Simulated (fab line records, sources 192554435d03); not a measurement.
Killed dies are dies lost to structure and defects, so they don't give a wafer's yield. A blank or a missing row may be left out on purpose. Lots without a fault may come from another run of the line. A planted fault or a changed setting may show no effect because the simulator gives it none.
fab line records | flow n5_finfet
record lots=10 wafers=30 last_day=19
route steps=1938 shown BEOL_M4@1084
lots that met no fault: from a run of the same line without faults
start_h: hours from the record's first day to the start of the lot's first wafer shown | wait_h: hours since the lot's step before | " the same as in the row above | L1.1+2: a row that stands for several wafers | - no value, or no start given | * or withheld: withheld | < > ~ a bound
route shown NAME@n: a module of which the file shows steps, and the number in the route of the first | usual: mean/standard deviation of fault-free wafers | same: alike in all rows | chamber/n: place in a boat | sites: the reading at each site | _std_site: their standard deviation | _edge_site: outer sites' mean less inner sites' | radius_mm: how far each site lies from the wafer's centre | mask NAME#n: copy n | behind: the tool/chamber that last shaped the wafer | hold: why the lot was held/for how many hours/how that ended | device: the transistor (n, p or np) that didn't switch | end of line: the same wafers' tests at the end of the route | a step without rows: its recipe alone | killed: dies lost to structure and defects at the first sort, not the wafer's yield | map: a wafer's dies, x killed, . not, _ none there
set.NAME: the setting as run; set.NAME@STEP: as run at that earlier step | model.NAME: the simulator's own value behind a step, which no gauge read
steps of the route over a sample of lots; a table a step, a row a wafer
services: from which hour (start_h, from the record's first day; less than 0 if before it) a tool's chamber was out of use, for how many hours, and why
## steps
# step N5_BEOL_M4_SPUTTER_48
# recipe material=Cu target_thk_a=45 temp_c=-20 chamber_pressure_pa=0.07 power_w=withheld time_s=8.29
# usual chamber_pressure_pa=0.06999/0.00014 chuck_sensor_temp_C=-15.9/0.55 throttle_valve_pct=29.5/1.2
# columns lot.wafer tool chamber start_h wait_h chamber_pressure_pa chuck_sensor_temp_C throttle_valve_pct
L383.1 pvd_sputter-03 - 224.28 0.1 0.07005 -15.3 28.8
L383.3 " - " " 0.07013 -16.6 27.7
L383.5 " - " " 0.06988 -15.2 28.3
L384.2 pvd_sputter-02 - 224.70 0.3 0.07025 -16.0 30.2
L384.4 " - " " 0.07008 -16.6 31.5
L384.6 " - " " 0.07006 -16.5 31.4
L385.1 pvd_sputter-02 - 234.47 0.9 0.06992 -15.7 29.5
L385.2 " - " " 0.07001 -16.1 29.5
L385.3 " - " " 0.0699 -16.5 31.5
L386.1 pvd_sputter-02 - 241.91 0.1 0.0698 -15.9 29.8
L386.2 " - " " 0.06998 -16.6 31.4
L386.5 " - " " 0.06973 -16.2 29.7
L388.1 pvd_sputter-02 - 252.42 0.1 0.07008 -15.8 29.7
L388.4 " - " " 0.07003 -16.2 30.0
L388.6 " - " " 0.06989 -16.0 29.7
L391.2 pvd_sputter-02 - 278.01 0.2 0.07006 -16.2 29.7
L391.4 " - " " 0.07019 -15.8 29.7
L391.5 " - " " 0.06997 -16.6 31.3
L392.2 pvd_sputter-01 - 279.59 0.2 0.07006 -15.6 28.8
L392.4 " - " " 0.06984 -15.9 31.6
L392.6 " - " " 0.06984 -16.0 31.4
L393.4 pvd_sputter-03 - 301.75 0.7 0.06965 -15.5 27.9
L393.5 " - " " 0.06988 -15.4 28.8
L393.6 " - " " 0.07 -15.2 30.8
L375.2 pvd_sputter-01 - 304.71 0.2 0.06993 -15.6 29.1
L375.3 " - " " 0.06985 -16.0 31.5
L375.5 " - " " 0.0696 -15.7 29.1
L395.1 pvd_sputter-02 - 338.79 0.1 0.06989 -16.2 29.9
L395.3 " - " " 0.06987 -15.7 30.0
L395.4 " - " " 0.06968 -16.5 31.7
# step N5_BEOL_M4_ANNEAL_80
# recipe temp_c=400 time_s=240 ambient=vacuum
# usual heater_power_w=803/63 susceptor_temp_C=399.99/0.22
# columns lot.wafer tool chamber start_h wait_h heater_power_w susceptor_temp_C
L383.1 pvd_sputter-03 - 224.58 0.0 889 400.45
L383.3 " - " " 674 399.98
L383.5 " - " " 806 400.08
L384.2 pvd_sputter-02 - 230.29 5.3 819 400.10
L384.4 " - " " 760 400.04
L384.6 " - " " 776 400.24
L385.1 pvd_sputter-02 - 234.77 0.0 826 400.00
L385.2 " - " " 754 400.13
L385.3 " - " " 761 399.84
L386.1 pvd_sputter-02 - 242.21 0.0 841 399.99
L386.2 " - " " 782 399.80
L386.5 " - " " 746 399.96
L388.1 pvd_sputter-02 - 252.72 0.0 804 400.15
L388.4 " - " " 756 399.86
L388.6 " - " " 868 399.81
L391.2 pvd_sputter-02 - 278.31 0.0 839 400.12
L391.4 " - " " 838 400.01
L391.5 " - " " 768 399.82
L392.2 pvd_sputter-01 - 279.89 0.0 757 399.56
L392.4 " - " " 823 399.81
L392.6 " - " " 814 399.85
L393.4 pvd_sputter-03 - 302.05 0.0 796 400.14
L393.5 " - " " 884 400.09
L393.6 " - " " 850 399.93
L375.2 pvd_sputter-01 - 305.01 0.0 747 399.85
L375.3 " - " " 843 400.36
L375.5 " - " " 772 399.90
L395.1 pvd_sputter-02 - 339.09 0.0 835 400.10
L395.3 " - " " 828 400.01
L395.4 " - " " 775 400.15
# step N5_BEOL_M4_ANNEAL_82
# recipe temp_c=400 time_s=240 ambient=vacuum
# usual heater_power_w=803/62 susceptor_temp_C=400.00/0.21
# columns lot.wafer tool chamber start_h wait_h heater_power_w susceptor_temp_C
L383.1 pvd_sputter-03 - 224.80 0.0 898 400.15
L383.3 " - " " 676 399.85
L383.5 " - " " 783 400.32
L384.2 pvd_sputter-02 - 230.51 0.0 - -
L384.4 " - " " - -
L384.6 " - " " - -
L385.1 pvd_sputter-02 - 234.99 0.0 - -
L385.2 " - " " - -
L385.3 " - " " - -
L386.1 pvd_sputter-02 - 242.43 0.0 832 399.89
L386.2 " - " " 768 399.93
L386.5 " - " " 756 399.94
L388.1 pvd_sputter-02 - 252.94 0.0 824 400.17
L388.4 " - " " 769 399.86
L388.6 " - " " 839 399.99
L391.2 pvd_sputter-02 - 278.53 0.0 852 400.09
L391.4 " - " " 840 399.98
L391.5 " - " " 755 400.04
L392.2 pvd_sputter-01 - 280.11 0.0 749 400.09
L392.4 " - " " 814 399.90
L392.6 " - " " 807 400.15
L393.4 pvd_sputter-03 - 302.27 0.0 793 399.95
L393.5 " - " " 873 399.87
L393.6 " - " " 833 399.85
L375.2 pvd_sputter-01 - 305.23 0.0 - -
L375.3 " - " " - -
L375.5 " - " " - -
L395.1 pvd_sputter-02 - 339.31 0.0 825 399.58
L395.3 " - " " 851 399.86
L395.4 " - " " 762 399.90
# step N5_BEOL_M4_ANNEAL_91
# recipe temp_c=400 time_s=240 ambient=vacuum
# usual heater_power_w=802/62 susceptor_temp_C=399.99/0.2
# columns lot.wafer tool chamber start_h wait_h heater_power_w susceptor_temp_C
L383.1 pvd_sputter-03 - 225.46 0.0 896 400.02
L383.3 " - " " 670 400.17
L383.5 " - " " 805 399.68
L384.2 pvd_sputter-02 - 231.17 0.0 834 400.31
L384.4 " - " " 775 400.21
L384.6 " - " " 757 400.05
L385.1 pvd_sputter-02 - 235.65 0.0 843 399.43
L385.2 " - " " 741 400.08
L385.3 " - " " 786 399.86
L386.1 pvd_sputter-02 - 243.09 0.0 836 399.94
L386.2 " - " " 775 399.97
L386.5 " - " " 772 400.28
L388.1 pvd_sputter-02 - 253.60 0.0 827 399.67
L388.4 " - " " 764 399.78
L388.6 " - " " 842 399.90
L391.2 pvd_sputter-02 - 279.19 0.0 841 399.92
L391.4 " - " " 836 400.08
L391.5 " - " " 788 399.83
L392.2 pvd_sputter-01 - 280.77 0.0 723 399.83
L392.4 " - " " 831 399.58
L392.6 " - " " 818 399.57
L393.4 pvd_sputter-03 - 302.93 0.0 812 400.37
L393.5 " - " " 869 399.77
L393.6 " - " " 836 399.89
L375.2 pvd_sputter-01 - 305.89 0.0 759 399.81
L375.3 " - " " 805 400.06
L375.5 " - " " 752 399.89
L395.1 pvd_sputter-02 - 339.97 0.0 854 399.95
L395.3 " - " " 843 400.17
L395.4 " - " " 761 400.29
# step N5_BEOL_M4_RC_MEAS_101
# usual DIBL_N=36.1/1.6 DIBL_P=35.7/1.8 IOFF_N=0.159/0.027 IOFF_P=0.21/0.03 ION_N=673/10 ION_P=462/7.4 SS_N=71.4/0.56 SS_P=73.2/0.61 VT_N=249.7/3 VT_P=-250/3.1
# columns lot.wafer tool chamber start_h wait_h DIBL_N[mV/V] DIBL_P[mV/V] IOFF_N[nA/um] IOFF_P[nA/um] ION_N[uA/um] ION_P[uA/um] SS_N[mV/dec] SS_P[mV/dec] VT_N[mV] VT_P[mV]
L383.1 prober-02 0 227.29 0.0 37.7 36.6 0.169 0.22 674 460 71.1 73.6 249.1 -251
L383.3 " 0 " " 37.4 37.4 0.162 0.24 676 470 71.4 72.9 249.4 -247
L383.5 " 0 " " 36.4 35.7 0.149 0.21 675 462 71.5 73.1 248.8 -248
L384.2 prober-02 0 233.49 0.2 35.6 36.0 0.159 0.20 684 463 71.0 73.1 247.0 -251
L384.4 " 0 " " 35.1 35.4 0.149 0.19 673 459 71.8 72.8 249.9 -251
L384.6 " 0 " " 37.0 37.4 0.190 0.23 678 464 71.6 73.9 246.2 -249
L385.1 prober-01 0 237.41 0.0 38.7 37.3 0.185 0.24 683 466 71.8 73.4 248.5 -250
L385.2 " 0 " " 37.7 36.7 0.170 0.22 676 463 71.8 74.3 249.2 -248
L385.3 " 0 " " 36.6 34.5 0.151 0.19 654 450 71.3 73.6 253.6 -251
L386.1 prober-02 0 244.78 0.0 36.8 38.0 0.164 0.26 664 462 71.3 73.9 248.3 -246
L386.2 " 0 " " 35.7 36.2 0.139 0.22 675 471 71.6 72.9 252.3 -250
L386.5 " 0 " " 36.5 37.4 0.158 0.25 678 469 70.7 74.2 249.6 -245
L388.1 prober-01 0 255.28 0.0 39.8 39.4 0.213 0.26 686 463 72.4 75.0 248.3 -249
L388.4 " 0 " " 38.1 36.4 0.185 0.20 687 461 71.5 73.2 247.3 -253
L388.6 " 0 " " 38.0 36.1 0.174 0.19 683 456 71.9 73.5 248.9 -253
L391.2 prober-01 0 281.48 0.2 35.4 35.2 0.131 0.18 675 462 70.7 72.7 249.4 -251
L391.4 " 0 " " 38.7 38.5 0.195 0.23 679 463 71.5 74.0 246.7 -249
L391.5 " 0 " " 39.3 38.7 0.200 0.23 686 466 71.9 74.1 248.2 -246
L392.2 prober-02 0 282.93 0.2 37.5 34.8 0.156 0.19 660 450 71.6 73.1 251.8 -251
L392.4 " 0 " " 34.7 31.6 0.118 0.15 643 447 71.4 72.4 254.1 -255
L392.6 " 0 " " 36.6 34.2 0.154 0.19 677 460 70.9 73.1 250.6 -256
L393.4 prober-01 0 305.14 0.5 34.9 34.5 0.122 0.17 666 455 71.1 73.3 253.6 -252
L393.5 " 0 " " 35.7 36.9 0.148 0.21 683 467 70.8 73.6 250.6 -250
L393.6 " 0 " " 36.4 37.7 0.163 0.21 683 465 71.6 73.8 250.1 -251
L375.2 prober-02 0 307.72 0.2 35.2 36.1 0.172 0.23 691 479 71.9 73.7 247.3 -247
L375.3 " 0 " " 34.6 35.4 0.143 0.23 664 471 71.3 73.3 251.2 -246
L375.5 " 0 " " 35.8 36.3 0.170 0.24 680 468 71.6 74.1 250.4 -246
L395.1 prober-01 0 341.71 0.0 35.2 34.8 0.156 0.22 662 460 71.1 73.1 247.2 -244
L395.3 " 0 " " 34.7 33.7 0.139 0.20 670 468 70.9 72.1 251.6 -245
L395.4 " 0 " " 36.7 36.9 0.201 0.26 694 482 71.0 73.1 243.3 -242
## services
# columns tool chamber start_h hours kind
pvd_sputter-02 - 302.85 7.1 repair
pvd_sputter-01 - 320.59 12.8 repair
## key
first_sign step=N5_BEOL_M4_ANNEAL_82 reading=tool_record direction=missing
effect none on later readings
met_at N5_BEOL_M4_ANNEAL_82
struck_lots L375,L384,L385
not_acting_at N5_BEOL_M4_SPUTTER_48,N5_BEOL_M4_ANNEAL_80,N5_BEOL_M4_ANNEAL_91
fault kind=skipped_step_whole tool=pvd_sputter-01,pvd_sputter-02 chamber=- onset_h=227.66 steps=N5_BEOL_M4_ANNEAL_82 scope=struck_lots_only
